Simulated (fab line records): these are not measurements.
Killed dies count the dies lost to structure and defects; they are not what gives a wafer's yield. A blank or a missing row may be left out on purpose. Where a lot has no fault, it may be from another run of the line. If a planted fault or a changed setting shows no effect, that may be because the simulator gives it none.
Lot-split experiment -- flow n5_finfet -- 39 wafers read from 7 lots, route of 1938 steps

## SPLIT DETAILS
At N5_FIN_SAQP_PECVD_47 (deposits a-Si from SiH4/He, target thk 45 nm, time 36.3 s), the setting time_s was moved away from the recipe's 36.3 s on 12 of the 39 wafers read, by -46.2% to +50.3%. The other wafers ran this setting at the recipe's value.

## FROM THE SPLIT TO THE READING: what the file shows between them, 4 steps
- N5_FIN_SAQP_PECVD_48: deposits SiNx from SiH4/NH3/N2, target thk 25 nm, time 22.1 s
- N5_FIN_SAQP_PECVD_06: deposits a-Si from SiH4/He, target thk 60 nm, time 48.1 s
- N5_FIN_SAQP_ETCH_57: etches SiNx in CH3F/O2, target depth 32.5 nm, time 46.4 s
- N5_FIN_SAQP_ETCH_65: etches SiO2 in CF4, target depth 4 nm, time 4.4 s

## THE READING
oes_product_au, in a.u., at N5_FIN_SAQP_MANDREL_ETCH_58 (etches a-Si in HBr/Cl2, stops on SiNx, target depth 45 nm, bt time 10 s, time 27 s). On this fab line, fault-free wafers typically give 0.702 a.u. with a standard deviation of 0.012 a.u.

wafer,"tool, chamber at the split","time_s as run, s",against the recipe,"oes_product_au, a.u.",against lot-mates on the recipe
L075.1,"pecvd-01, 1",36.3,recipe,0.695,-
L075.2,"pecvd-01, 0",36.3,recipe,0.712,-
L075.3,"pecvd-01, 2",36.3,recipe,0.714,-
L075.4,"pecvd-01, 1",36.3,recipe,0.710,-
L075.5,"pecvd-01, 0",36.3,recipe,0.716,-
L075.6,"pecvd-01, 2",36.3,recipe,0.718,-
L077.1,"pecvd-04, 1",36.3,recipe,0.704,-
L077.2,"pecvd-04, 0",36.3,recipe,0.723,-
L077.3,"pecvd-04, 1",36.3,recipe,0.691,-
L077.4,"pecvd-04, 0",23.94,-34.0%,0.575,-0.131
L077.5,"pecvd-04, 0",23.94,-34.0%,0.562,-0.144
L077.6,"pecvd-04, 1",23.94,-34.0%,0.584,-0.122
L081.2,"pecvd-01, 1",36.3,recipe,0.699,-
L081.4,"pecvd-01, 1",36.3,recipe,0.720,-
L081.5,"pecvd-01, 0",36.3,recipe,0.699,-
L084.1,"pecvd-01, 1",19.52,-46.2%,0.534,-0.169
L084.2,"pecvd-01, 0",19.52,-46.2%,0.507,-0.196
L084.3,"pecvd-01, 2",36.3,recipe,0.684,-
L084.4,"pecvd-01, 0",19.52,-46.2%,0.527,-0.176
L084.5,"pecvd-01, 1",36.3,recipe,0.723,-
L084.6,"pecvd-01, 2",36.3,recipe,0.701,-
L088.1,"pecvd-03, 1",36.3,recipe,0.707,-
L088.2,"pecvd-03, 2",36.3,recipe,0.716,-
L088.3,"pecvd-03, 0",36.3,recipe,0.692,-
L088.4,"pecvd-03, 0",36.3,recipe,0.690,-
L088.5,"pecvd-03, 2",36.3,recipe,0.697,-
L088.6,"pecvd-03, 1",36.3,recipe,0.693,-
L090.1,"pecvd-04, 0",36.3,recipe,0.699,-
L090.2,"pecvd-04, 2",36.3,recipe,0.712,-
L090.3,"pecvd-04, 1",47.19,+30.0%,0.795,+0.093
L090.4,"pecvd-04, 2",47.19,+30.0%,0.815,+0.113
L090.5,"pecvd-04, 1",47.19,+30.0%,0.833,+0.131
L090.6,"pecvd-04, 0",36.3,recipe,0.696,-
L092.1,"pecvd-01, 0",54.57,+50.3%,0.868,+0.169
L092.2,"pecvd-01, 1",36.3,recipe,0.694,-
L092.3,"pecvd-01, 2",54.57,+50.3%,0.880,+0.181
L092.4,"pecvd-01, 2",36.3,recipe,0.708,-
L092.5,"pecvd-01, 0",36.3,recipe,0.695,-
L092.6,"pecvd-01, 1",54.57,+50.3%,0.895,+0.196

THE FIT
A straight line over all 39 wafers: oes_product_au changes by +0.00372 a.u. for each +1% of time_s; r = +0.99; the points scatter about the line by 0.012 a.u.
The same after taking each lot's own level away (the mean of its wafers on the recipe; 39 wafers): +0.00377 a.u. for each +1%; r = +0.99; scatter 0.011 a.u.
Per that fit: largest time_s move, reading shift of 0.19 a.u.
The span of the lots' own levels, 0.6990 to 0.7108 a.u., comes to 1.0 times the standard deviation stated above.
Hence the lot-to-lot level has little effect on the slope; both slopes agree.
Check: for one of the wafers moved furthest among these (+50.3%), held out of the fit, the line's prediction against its lot-mates is +0.192 a.u. It came out at +0.169 a.u. against them.

## THE WHOLE CHAIN: every reading that the file lists as answering this split, in the file's order
step,what it does,reading,change (the file's fit),r (the file's)
N5_FIN_SAQP_PECVD_47,"deposits a-Si from SiH4/He, target thk 45 nm, time 36.3 s","a-Si_of_FIN_SAQP_PECVD_47.thk_nm (the simulator's own value, which no gauge read)",+0.451 nm for each +1% of the setting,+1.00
N5_FIN_SAQP_MANDREL_ETCH_58,"etches a-Si in HBr/Cl2, stops on SiNx, target depth 45 nm, bt time 10 s, time 27 s",oes_product_au,+0.00376 a.u. for each +1% of the setting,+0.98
N5_FIN_SAQP_MANDREL_ETCH_58,"etches a-Si in HBr/Cl2, stops on SiNx, target depth 45 nm, bt time 10 s, time 27 s","etch.depth_nm (the simulator's own value, which no gauge read)",+0.451 nm for each +1% of the setting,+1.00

## THE FILE'S OWN FIT
oes_product_au changes by +0.00376 a.u. for each +1% of time_s, r = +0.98.
